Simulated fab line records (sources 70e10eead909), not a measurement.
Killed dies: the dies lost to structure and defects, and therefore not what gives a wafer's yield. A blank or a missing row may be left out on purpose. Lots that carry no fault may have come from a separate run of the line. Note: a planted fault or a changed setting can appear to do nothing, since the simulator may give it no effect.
A struck lot beside a sound one || flow nandHarc || 15 steps out of a route of 1302
Sound: these wafers, L594.4, L594.5, L594.6. Struck: wafer L605.2 (left out: L605.5, L605.6 of the same lot, which were not struck); the cause appears at the end.
For every step that has rows: the tool of each side, followed by ch and its chambers, followed by its first start. Under that, the readings that differ: sound wafers || struck wafers || difference of the means || sigmas: that difference in standard deviations of wafers without a fault.
alike: readings whose means differ by less than 2 such deviations, and words and numbers that are the same on both sides. not compared: withheld readings, readings that some wafer has no value for, bounds like >300 that may hide the same value, and numbers for which the record gives no deviation and whose values overlap.
A row with sigmas, a row that says differs or no value, or rows on one side alone: a step with any of these is where the two part. Numbers that don't overlap but have no deviation are shown without sigmas and don't part them. A reading that every wafer of one side lacks parts them only if that side has two wafers or more.

NHARC_A_CONTACT_DESCUM_13: chemistry O2, time 3 s.
  sound on rieDiel-11 ch 0,1,3, day 23 20:44; struck on rieDiel-11 ch 1, day 28 23:24
  alike: chamberPressureMTorr, drypumpMotorCurrentA, oesProductAu, rfVppV, showerheadPlenumPTorr, throttleValvePct
  not compared: rfHoursCounterH
then, 1 step without rows for these wafers: NHARC_A_CONTACT_ETCH_88 (etches the open film in CF4, target depth 39 nm, time 65 s).
NHARC_A_CONTACT_ETCH_89: etches the open film in N2/H2, target depth 260 nm, time 475.3 s.
  sound: rieDiel-11 ch 0,1; struck: rieDiel-11 ch 1
{"reading": "oesProductAu (a.u.)", "sound": "1.014 1.020 1.001", "struck": 0.984, "difference": -0.028, "sigmas": -2}
  alike: chamberPressureMTorr, drypumpMotorCurrentA, rfVppV, showerheadPlenumPTorr, throttleValvePct
  not compared: rfHoursCounterH
then, 2 steps without rows for these wafers: NHARC_A_CONTACT_ETCH_30 (etches the open film in CF4/CHF3, target depth 72.6 nm, time 36.3 s); NHARC_A_CONTACT_ETCH_31 (etches the open film in O2/COS, target depth 2800 nm, time 728 s).
NHARC_A_CONTACT_ETCH_134: etches the open film in C4F8/O2/Ar, time 140 s, target depth 700 nm.
  sound on harCapEtch-03 ch 0,1, day 23 21:55; struck on harCapEtch-02 ch 0, day 29 00:31
{"reading": "rfHoursCounterH (h)", "sound": "- - -", "struck": 118, "difference": "no value on the sound wafers", "sigmas": ""}
  alike: chamberPressureMTorr
then, 2 steps without rows for these wafers: NHARC_A_CONTACT_ETCH_135 (etches the open film in C4F8/O2/Ar, time 311 s, target depth 1912 nm); NHARC_A_CONTACT_ETCH_136 (etches the open film in C4F8/O2/Ar, time 311 s, target depth 1912 nm).
NHARC_A_CONTACT_ETCH_137: etches the open film in C4F8/O2/Ar, time 311 s, target depth 1912 nm.
  sound on harCapEtch-03 ch 0,1, day 23 22:41; struck on harCapEtch-02 ch 0, day 29 01:16
{"reading": "rfHoursCounterH (h)", "sound": "- - -", "struck": 118, "difference": "no value on the sound wafers", "sigmas": ""}
  alike: chamberPressureMTorr
then, 1 step without rows for these wafers: NHARC_A_CONTACT_ETCH_138 (etches the open film in C4F8/O2/Ar, time 311 s, target depth 1914 nm).
NHARC_A_CONTACT_ETCH_139: etches the open film in C4F8/O2/Ar, time 195 s, target depth 840 nm.
  sound on harCapEtch-03 ch 0,1, day 23 23:14; struck on harCapEtch-02 ch 0, day 29 01:49
{"reading": "rfHoursCounterH (h)", "sound": "- - -", "struck": 119, "difference": "no value on the sound wafers", "sigmas": ""}
  alike: chamberPressureMTorr
then, 1 step without rows for these wafers: NHARC_A_CONTACT_ETCH_92 (etches the open film in CH3F/O2, target depth 40 nm, time 85.7 s).
NHARC_A_CONTACT_ETCH_98: etches the open film in C4F6/O2, target depth 20 nm, time 10 s.
  sound on rieDiel-11 ch 0,1,2, day 23 23:50; struck on rieDiel-11 ch 1, day 29 02:31
{"reading": "oesProductAu (a.u.)", "sound": "0.968 0.969 0.959", "struck": 0.762, "difference": -0.203, "sigmas": -8}
  alike: chamberPressureMTorr, drypumpMotorCurrentA, rfVppV, showerheadPlenumPTorr, throttleValvePct
  not compared: rfHoursCounterH
NHARC_A_CONTACT_CD_MEAS_15:
  sound: cdSem-02 at day 23 23:55; struck: cdSem-03 at day 29 02:37
  alike: cdNm
NHARC_END_SORT_01:
  only the struck wafers appear in the record here, on prober-01 ch 0 at day 31 00:51; the sound ones have no rows

== WHERE THEY PART ==
Last at NHARC_END_SORT_01 as far as this record goes, first at NHARC_A_CONTACT_ETCH_89.

WHY: the cause the simulator had injected
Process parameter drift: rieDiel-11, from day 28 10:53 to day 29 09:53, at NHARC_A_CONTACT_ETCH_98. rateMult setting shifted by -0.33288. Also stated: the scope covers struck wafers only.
